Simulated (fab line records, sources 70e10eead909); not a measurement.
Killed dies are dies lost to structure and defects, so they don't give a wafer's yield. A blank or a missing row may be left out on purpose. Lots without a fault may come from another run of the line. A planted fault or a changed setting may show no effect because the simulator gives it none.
A struck lot beside a sound one | flow nand_harc | 15 steps out of a route of 1159
Sound: wafers L110.1, L110.3, L110.5. Struck: wafer L120.2. (L120.1, L120.6 of the same lot were not struck and are left out.) The cause comes at the end.
At each step with rows: each side's tool, then ch and its chambers, then its first start. Under that, the readings that differ: sound wafers | struck wafers | difference of the means | sigmas: that difference in standard deviations of wafers without a fault.
alike: readings whose means differ by less than 2 such deviations, and words and numbers that are the same on both sides. not compared: withheld readings, readings that some wafer has no value for, bounds like >300 that may hide the same value, and numbers for which the record gives no deviation and whose values overlap.
The two part at a step that has a row with sigmas, a row that says differs or no value, or rows on one side only. Numbers that don't overlap but have no deviation are shown without sigmas and don't part them. A reading that every wafer of one side lacks parts them only if that side has two wafers or more.

NHARC_P_START_INSPECT_01:
  sound on defect_inspect-01, day 2 06:02; struck on defect_inspect-02, day 4 18:02
  alike: raw_defect_count
then, 7 steps without rows for these wafers: NHARC_P_ZERO_WELL_PRECLEAN_00 (cleans in SPM, time 600 s); NHARC_P_ZERO_WELL_SRD_01; NHARC_P_ZERO_WELL_PECVD_02 (deposits SiO2, target thk 10 nm); NHARC_P_ZERO_WELL_DEHYDRATE_03 (time 120 s); NHARC_P_ZERO_WELL_HMDS_04 (time 30 s); NHARC_P_ZERO_WELL_COAT_64 (time 65 s); NHARC_P_ZERO_WELL_COAT_05 (resist thk 600 nm).
NHARC_P_ZERO_WELL_SOFTBAKE_06: time 70 s.
  sound on litho_track-07 ch 0, day 2 06:00; struck on litho_track-07 ch 0, day 4 18:00
  reading                  | sound             | struck | difference | sigmas
  heater_power_total_W (W) | 202.7 199.4 202.6 | 337.4  | +135.8     | +99 or more
  alike: chill_plate_temp_C
  not compared: plate_temp_C
then, 4 steps without rows for these wafers: NHARC_P_ZERO_WELL_EBR_07; NHARC_P_ZERO_WELL_EXPOSE_08 (exposes mask P ZERO, target cd 500 nm); NHARC_P_ZERO_WELL_PEB_09 (peb time 80 s); NHARC_P_ZERO_WELL_DEVELOP_10 (time 50 s).
NHARC_P_ZERO_WELL_CD_MEAS_11: target cd 500 nm.
  sound on cd_sem-02 ch 0, day 2 07:15; struck on cd_sem-02 ch 0, day 4 19:07
  reading    | sound             | struck | difference | sigmas
  cd_nm (nm) | 501.6 499.5 500.0 | 496.4  | -4.0       | -3
then, 1 step without rows for these wafers: NHARC_P_ZERO_WELL_HARDBAKE_12 (time 65 s).

WHERE THEY PART
First at NHARC_P_ZERO_WELL_SOFTBAKE_06; last, within this record, at NHARC_P_ZERO_WELL_CD_MEAS_11.

WHY: what the simulator had put in
Process parameter drift: litho_track-07, from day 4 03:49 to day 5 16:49, at NHARC_P_ZERO_WELL_SOFTBAKE_06. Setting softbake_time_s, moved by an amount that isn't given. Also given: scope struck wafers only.
